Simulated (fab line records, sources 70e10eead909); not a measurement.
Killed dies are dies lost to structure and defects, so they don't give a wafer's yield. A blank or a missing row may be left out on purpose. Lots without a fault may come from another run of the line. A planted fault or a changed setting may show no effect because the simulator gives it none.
Which tool did it? | flow nand_harc | 24 lots, 72 wafers sampled, at 6 steps of a route of 1302

WHAT THE GAUGES READ, wafer by wafer
NHARC_P_START_INSPECT_01. Usual: raw_defect_count 3.8, standard deviation 2.
lot  | measured     | on                | raw_defect_count | flag
L074 | day 1 20:02  | defect_inspect-01 | 3 2 5            |
L075 | day 2 06:02  | defect_inspect-01 | 3 0 6            |
L076 | day 2 16:02  | defect_inspect-01 | 4 2 1            |
L077 | day 3 02:02  | defect_inspect-01 | 3 2 5            |
L078 | day 3 12:02  | defect_inspect-01 | 3 3 1            |
L079 | day 3 22:02  | defect_inspect-01 | 2 3 3            |
L080 | day 4 08:03  | defect_inspect-01 | 3 5 8            |
L081 | day 4 18:02  | defect_inspect-01 | 6 6 6            |
L082 | day 5 04:02  | defect_inspect-01 | 6 6 4            |
L083 | day 5 14:02  | defect_inspect-01 | 2 2 10           |
L084 | day 6 00:02  | defect_inspect-02 | 3 2 6            |
L085 | day 6 10:02  | defect_inspect-02 | 2 3 2            |
L086 | day 6 20:02  | defect_inspect-02 | 6 4 2            |
L087 | day 7 06:02  | defect_inspect-02 | 5 7 2            |
L088 | day 7 16:02  | defect_inspect-02 | 6 1 3            |
L089 | day 8 02:02  | defect_inspect-02 | 1 2 9            |
L090 | day 8 12:02  | defect_inspect-01 | 5 5 3            |
L091 | day 8 22:02  | defect_inspect-02 | 3 3 6            |
L092 | day 9 08:02  | defect_inspect-01 | 3 3 3            |
L093 | day 9 18:02  | defect_inspect-02 | 4 6 1            |
L094 | day 10 04:02 | defect_inspect-02 | 2 1 1            |
L095 | day 10 14:02 | defect_inspect-02 | 2 3 3            |
L096 | day 11 00:02 | defect_inspect-02 | 5 2 6            |
L097 | day 11 10:02 | defect_inspect-02 | 1 1 2            |

NHARC_P_CONTACT_INSPECT_27. Usual: raw_defect_count 300, standard deviation 130.
lot  | measured     | on                | raw_defect_count | flag
L074 | day 6 00:29  | defect_inspect-02 | 188 217 336      |
L075 | day 6 07:44  | defect_inspect-01 | 95 195 133       |
L076 | day 6 20:46  | defect_inspect-02 | 508 535 273      |
L077 | day 7 01:42  | defect_inspect-01 | 181 226 194      |
L078 | day 7 12:55  | defect_inspect-01 | 242 187 174      |
L079 | day 7 23:33  | defect_inspect-02 | 210 97 272       |
L080 | day 8 15:50  | defect_inspect-02 | 293 331 427      |
L081 | day 8 23:53  | defect_inspect-01 | 140 206 247      |
L082 | day 9 07:16  | defect_inspect-02 | 389 163 216      |
L083 | day 9 22:17  | defect_inspect-01 | 195 163 123      |
L084 | day 10 05:50 | defect_inspect-02 | 274 405 281      |
L085 | day 10 15:39 | defect_inspect-01 | 170 268 215      |
L086 | day 10 19:09 | defect_inspect-02 | 269 314 419      |
L087 | day 11 07:32 | defect_inspect-01 | 474 295 251      |
L088 | day 12 09:17 | defect_inspect-01 | 481 455 312      |
L089 | day 12 09:49 | defect_inspect-01 | 248 311 205      |
L090 | day 12 19:14 | defect_inspect-01 | 406 403 478      |
L091 | day 12 22:14 | defect_inspect-01 | 398 357 264      |
L092 | day 13 13:01 | defect_inspect-02 | 288 209 209      |
L093 | day 14 04:52 | defect_inspect-02 | 237 242 323      |
L094 | day 14 05:31 | defect_inspect-02 | 587 507 566      |
L095 | day 14 22:08 | defect_inspect-02 | 128 145 124      |
L096 | day 15 02:09 | defect_inspect-01 | 387 158 279      |
L097 | day 15 09:36 | defect_inspect-02 | 334 463 290      |

NHARC_P_M0_THK_MEAS_24: measures by xrf. Usual: thk_nm 117.2 nm, standard deviation 1.3.
lot  | measured     | on            | thk_nm (nm)       | flag
L074 | day 6 03:49  | film_metro-02 | 116.9 118.3 117.6 |
L075 | day 6 11:08  | film_metro-01 | 117.3 115.5 117.4 |
L076 | day 7 00:14  | film_metro-02 | 116.5 117.3 116.0 |
L077 | day 7 05:43  | film_metro-01 | 116.6 117.0 117.0 |
L078 | day 7 16:19  | film_metro-02 | 115.0 118.7 117.4 |
L079 | day 8 02:52  | film_metro-02 | 116.3 118.2 115.7 |
L080 | day 8 19:25  | film_metro-01 | 118.2 118.0 116.6 |
L081 | day 9 03:10  | film_metro-02 | 117.0 117.7 117.2 |
L082 | day 9 10:37  | film_metro-01 | 116.2 116.3 116.6 |
L083 | day 10 01:44 | film_metro-01 | 117.3 118.4 115.5 |
L084 | day 10 09:15 | film_metro-02 | 120.7 116.7 118.5 |
L085 | day 10 19:06 | film_metro-02 | 115.6 116.8 115.6 |
L086 | day 10 22:32 | film_metro-02 | 117.3 115.6 115.6 |
L087 | day 11 10:56 | film_metro-02 | 117.9 116.0 117.7 |
L088 | day 12 12:43 | film_metro-02 | 116.5 119.0 115.8 |
L089 | day 12 13:19 | film_metro-02 | 116.7 117.1 119.0 |
L090 | day 12 22:50 | film_metro-01 | 118.5 115.4 119.1 |
L091 | day 13 01:31 | film_metro-01 | 118.9 118.1 117.9 |
L092 | day 13 16:20 | film_metro-01 | 117.5 117.8 118.3 |
L093 | day 14 08:16 | film_metro-02 | 118.0 119.1 117.9 |
L094 | day 14 08:56 | film_metro-02 | 115.3 116.5 116.5 |
L095 | day 15 01:33 | film_metro-02 | 118.6 115.6 117.5 |
L096 | day 15 05:26 | film_metro-02 | 118.0 117.4 114.8 |
L097 | day 15 12:58 | film_metro-02 | 117.4 114.9 116.9 |

NHARC_P_M1_INSPECT_11. Usual: raw_defect_count 4.4, standard deviation 2.7.
lot  | measured     | on                | raw_defect_count | flag
L074 | day 6 05:29  | defect_inspect-01 | 4 9 6            |
L075 | day 6 12:48  | defect_inspect-01 | 1 1 2            |
L076 | day 7 01:54  | defect_inspect-02 | 6 4 1            |
L077 | day 7 07:15  | defect_inspect-01 | 3 3 3            |
L078 | day 7 17:59  | defect_inspect-01 | 10 3 2           |
L079 | day 8 04:33  | defect_inspect-02 | 2 8 5            |
L080 | day 8 20:58  | defect_inspect-02 | 6 0 2            |
L081 | day 9 04:41  | defect_inspect-01 | 4 0 4            |
L082 | day 9 12:24  | defect_inspect-01 | 5 11 7           |
L083 | day 10 03:17 | defect_inspect-02 | 1 5 3            |
L084 | day 10 10:46 | defect_inspect-02 | 4 2 6            |
L085 | day 10 20:50 | defect_inspect-01 | 4 8 3            |
L086 | day 11 00:12 | defect_inspect-01 | 4 3 6            |
L087 | day 11 12:37 | defect_inspect-02 | 5 5 6            |
L088 | day 12 14:23 | defect_inspect-01 | 1 2 6            |
L089 | day 12 15:25 | defect_inspect-01 | 5 3 4            |
L090 | day 13 00:55 | defect_inspect-01 | 6 4 2            |
L091 | day 13 03:12 | defect_inspect-02 | 3 7 3            |
L092 | day 13 17:59 | defect_inspect-01 | 4 5 2            |
L093 | day 14 09:49 | defect_inspect-01 | 3 3 6            |
L094 | day 14 10:39 | defect_inspect-01 | 5 0 6            |
L095 | day 15 03:14 | defect_inspect-02 | 3 3 9            |
L096 | day 15 07:01 | defect_inspect-01 | 6 4 7            |
L097 | day 15 14:39 | defect_inspect-02 | 2 3 3            |

WHICH TOOL RAN EACH LOT (tool, then ch and the chambers of the sampled wafers, then the start)
lot  | NHARC_P_M0_ETCH_34                 | NHARC_P_M0_STRIP_18
L074 | rie_diel-01 ch 1,2, day 6 01:32    | rie_diel-01 ch 0,3, day 6 01:50
L075 | rie_diel-01 ch 0,2,3, day 6 08:55  | rie_diel-01 ch 0,1,3, day 6 09:14
L076 | rie_diel-05 ch 0,2,3, day 6 21:59  | rie_diel-05 ch 0,1,2, day 6 22:16
L077 | rie_diel-11 ch 0,2,3, day 7 03:31  | rie_diel-11 ch 0,2,3, day 7 03:50
L078 | rie_diel-11 ch 0,2, day 7 14:05    | rie_diel-11 ch 0,1, day 7 14:22
L079 | rie_diel-01 ch 2,3, day 8 00:37    | rie_diel-05 ch 0,1,3, day 8 00:56
L080 | rie_diel-11 ch 1,2, day 8 17:06    | rie_diel-11 ch 1,2,3, day 8 17:31
L081 | rie_diel-01 ch 0,1,3, day 9 00:56  | rie_diel-11 ch 0,1,3, day 9 01:13
L082 | rie_diel-01 ch 0,2,3, day 9 08:19  | rie_diel-01 ch 0,2,3, day 9 08:37
L083 | rie_diel-01 ch 1,2,3, day 9 23:29  | rie_diel-05 ch 2,3, day 9 23:46
L084 | rie_diel-05 ch 0,3, day 10 07:01   | rie_diel-11 ch 1,2, day 10 07:18
L085 | rie_diel-01 ch 0,1,3, day 10 16:49 | rie_diel-01 ch 0,1,2, day 10 17:06
L086 | rie_diel-01 ch 0,2,3, day 10 20:13 | rie_diel-01 ch 2,3, day 10 20:36
L087 | rie_diel-05 ch 1,2,3, day 11 08:43 | rie_diel-05 ch 0,1, day 11 09:02
L088 | rie_diel-05 ch 1,2,3, day 12 10:28 | rie_diel-01 ch 1,2, day 12 10:47
L089 | rie_diel-05 ch 0,1,2, day 12 11:03 | rie_diel-01 ch 0,3, day 12 11:21
L090 | rie_diel-01 ch 1,2, day 12 20:17   | rie_diel-05 ch 0,1,3, day 12 20:37
L091 | rie_diel-01 ch 1,2,3, day 12 23:17 | rie_diel-11 ch 0,1,3, day 12 23:34
L092 | rie_diel-01 ch 0,2,3, day 13 14:04 | rie_diel-05 ch 0,2,3, day 13 14:21
L093 | rie_diel-01 ch 0,3, day 14 06:02   | rie_diel-01 ch 0,2,3, day 14 06:22
L094 | rie_diel-11 ch 0,2, day 14 06:41   | rie_diel-01 ch 0,3, day 14 06:58
L095 | rie_diel-11 ch 1,2, day 14 23:20   | rie_diel-01 ch 0,2,3, day 14 23:40
L096 | rie_diel-01 ch 0,2,3, day 15 03:13 | rie_diel-01 ch 1,2, day 15 03:29
L097 | rie_diel-01 ch 0,3, day 15 10:43   | rie_diel-11 ch 0,3, day 15 11:02
- NHARC_P_M0_ETCH_34: etches the open film in N2/H2, target depth 40 nm, overetch 12 nm, time 43.94 s.
- NHARC_P_M0_STRIP_18: strips in N2/H2.

WHAT THE TOOLS THEMSELVES READ (means of the sampled wafers that have a number; where no wafer has one, the mark that the record gives instead)
NHARC_P_M0_ETCH_34. Usual: drypump_motor_current_A 5.7 A, standard deviation 0.56; oes_product_au 1.001 a.u., standard deviation 0.0088; rf_vpp_V 428.7 V, standard deviation 2.1; showerhead_plenum_p_Torr 1.97 Torr, standard deviation 0.071; throttle_valve_pct 14.170 %, standard deviation 0.0094.
lot  | tool        | drypump_motor_current_A (A) | oes_product_au (a.u.) | rf_vpp_V (V) | showerhead_plenum_p_Torr (Torr) | throttle_valve_pct (%) | flag
L074 | rie_diel-01 | 4.9                         | 1.004                 | 430.1        | 2.02                            | 14.167                 |
L075 | rie_diel-01 | 5.8                         | 0.992                 | 429.0        | 2.00                            | 14.162                 |
L076 | rie_diel-05 | 6.2                         | 0.998                 | 429.3        | 1.99                            | 14.174                 |
L077 | rie_diel-11 | 5.7                         | 1.003                 | 428.2        | 1.95                            | 14.174                 |
L078 | rie_diel-11 | 5.8                         | 1.004                 | 428.7        | 1.97                            | 14.175                 |
L079 | rie_diel-01 | 5.9                         | 1.009                 | 430.0        | 2.00                            | 14.167                 |
L080 | rie_diel-11 | 5.7                         | 1.002                 | 429.1        | 1.98                            | 14.175                 |
L081 | rie_diel-01 | 5.8                         | 1.000                 | 428.5        | 1.93                            | 14.169                 |
L082 | rie_diel-01 | 5.8                         | 0.997                 | 428.9        | 1.99                            | 14.175                 |
L083 | rie_diel-01 | 5.4                         | 1.011                 | 428.5        | 1.97                            | 14.167                 |
L084 | rie_diel-05 | 6.0                         | 0.991                 | 428.4        | 1.93                            | 14.172                 |
L085 | rie_diel-01 | 5.7                         | 1.012                 | 426.7        | 1.93                            | 14.172                 |
L086 | rie_diel-01 | 5.7                         | 1.004                 | 429.2        | 1.99                            | 14.174                 |
L087 | rie_diel-05 | 5.8                         | 0.989                 | 428.6        | 1.99                            | 14.172                 |
L088 | rie_diel-05 | 5.7                         | 0.990                 | 429.4        | 1.99                            | 14.168                 |
L089 | rie_diel-05 | 6.1                         | 0.994                 | 429.5        | 1.99                            | 14.165                 |
L090 | rie_diel-01 | 5.0                         | 0.993                 | 427.5        | 1.94                            | 14.173                 |
L091 | rie_diel-01 | 5.4                         | 0.998                 | 428.7        | 1.97                            | 14.171                 |
L092 | rie_diel-01 | 5.7                         | 1.007                 | 428.7        | 1.99                            | 14.162                 |
L093 | rie_diel-01 | 6.1                         | 0.996                 | 428.0        | 1.94                            | 14.178                 |
L094 | rie_diel-11 | 5.8                         | 1.004                 | 427.8        | 1.95                            | 14.175                 |
L095 | rie_diel-11 | 5.6                         | 1.003                 | 427.4        | 1.93                            | 14.164                 |
L096 | rie_diel-01 | 5.7                         | 1.009                 | 430.2        | 1.98                            | 14.175                 |
L097 | rie_diel-01 | 6.2                         | 1.010                 | 427.6        | 1.95                            | 14.168                 |

NHARC_P_M0_STRIP_18. Usual: drypump_motor_current_A 5.7 A, standard deviation 0.54; oes_product_au 0.999 a.u., standard deviation 0.009; power_w 1000.0 W, standard deviation 3; rf_vpp_V 90.3 V, standard deviation 0.92; showerhead_plenum_p_Torr 1.97 Torr, standard deviation 0.073; throttle_valve_pct 14.172 %, standard deviation 0.0091.
lot  | tool        | drypump_motor_current_A (A) | oes_product_au (a.u.) | power_w (W) | rf_vpp_V (V) | showerhead_plenum_p_Torr (Torr) | throttle_valve_pct (%) | flag
L074 | rie_diel-01 | 6.1                         | 1.002                 | 1002.5      | 90.2         | 1.95                            | 14.176                 |
L075 | rie_diel-01 | 5.8                         | 1.007                 | 999.5       | 90.1         | 1.93                            | 14.174                 |
L076 | rie_diel-05 | 6.1                         | 0.985                 | 998.8       | 89.8         | 2.00                            | 14.167                 |
L077 | rie_diel-11 | 5.7                         | 0.998                 | 999.2       | 90.2         | 1.95                            | 14.170                 |
L078 | rie_diel-11 | 6.1                         | 0.998                 | 999.8       | 90.8         | 2.03                            | 14.165                 |
L079 | rie_diel-05 | 5.9                         | 0.985                 | 1002.2      | 90.5         | 1.95                            | 14.178                 |
L080 | rie_diel-11 | 5.5                         | 0.995                 | 1004.4      | 90.4         | 1.94                            | 14.175                 |
L081 | rie_diel-11 | 5.8                         | 0.993                 | 999.7       | 90.5         | 1.97                            | 14.174                 |
L082 | rie_diel-01 | 5.8                         | 1.002                 | 1002.1      | 90.9         | 1.99                            | 14.175                 |
L083 | rie_diel-05 | 5.9                         | 0.990                 | 998.8       | 90.1         | 1.98                            | 14.161                 |
L084 | rie_diel-11 | 5.6                         | 0.996                 | 1001.4      | 90.0         | 1.95                            | 14.182                 |
L085 | rie_diel-01 | 5.3                         | 1.006                 | 999.2       | 90.4         | 1.96                            | 14.172                 |
L086 | rie_diel-01 | 5.9                         | 1.006                 | 1001.0      | 90.2         | 2.00                            | 14.180                 |
L087 | rie_diel-05 | 6.2                         | 1.000                 | 999.7       | 89.6         | 1.94                            | 14.180                 |
L088 | rie_diel-01 | 5.0                         | 1.000                 | 999.2       | 91.3         | 2.01                            | 14.169                 |
L089 | rie_diel-01 | 6.2                         | 0.997                 | 1002.5      | 90.5         | 1.95                            | 14.171                 |
L090 | rie_diel-05 | 5.9                         | 1.004                 | 1001.3      | 89.6         | 1.94                            | 14.169                 |
L091 | rie_diel-11 | 5.8                         | 0.991                 | 1001.1      | 91.3         | 2.08                            | 14.161                 |
L092 | rie_diel-05 | 6.2                         | 0.997                 | 1000.2      | 90.3         | 1.98                            | 14.178                 |
L093 | rie_diel-01 | 5.7                         | 1.000                 | 999.0       | 90.7         | 1.98                            | 14.176                 |
L094 | rie_diel-01 | 6.2                         | 1.001                 | 996.7       | 90.5         | 1.95                            | 14.173                 |
L095 | rie_diel-01 | 5.7                         | 1.004                 | 997.9       | 91.0         | 1.98                            | 14.180                 |
L096 | rie_diel-01 | 4.9                         | 1.002                 | 996.8       | 90.6         | 1.94                            | 14.168                 |
L097 | rie_diel-11 | 5.7                         | 0.996                 | 996.5       | 91.9         | 2.14                            | 14.170                 |

THE ANSWER, worked out from the rows above alone
Rule: a lot is off if the mean of its wafers that have a number lies more than 3 standard deviations from the usual mean. A lot without any number at a reading at which 4 lots or more have one is off too. The other lots that the step has rows for count as sound. The gauges are gone through in route order, then the tools' own readings, and for those a lot's mean is taken as printed above. The first step at which some lot is off is used, and at that step the reading that is off furthest; a lot without a number counts as furthest.
No lot is off at any reading shown: from this, nothing can be told.

WHAT THE SIMULATOR HAD PUT IN
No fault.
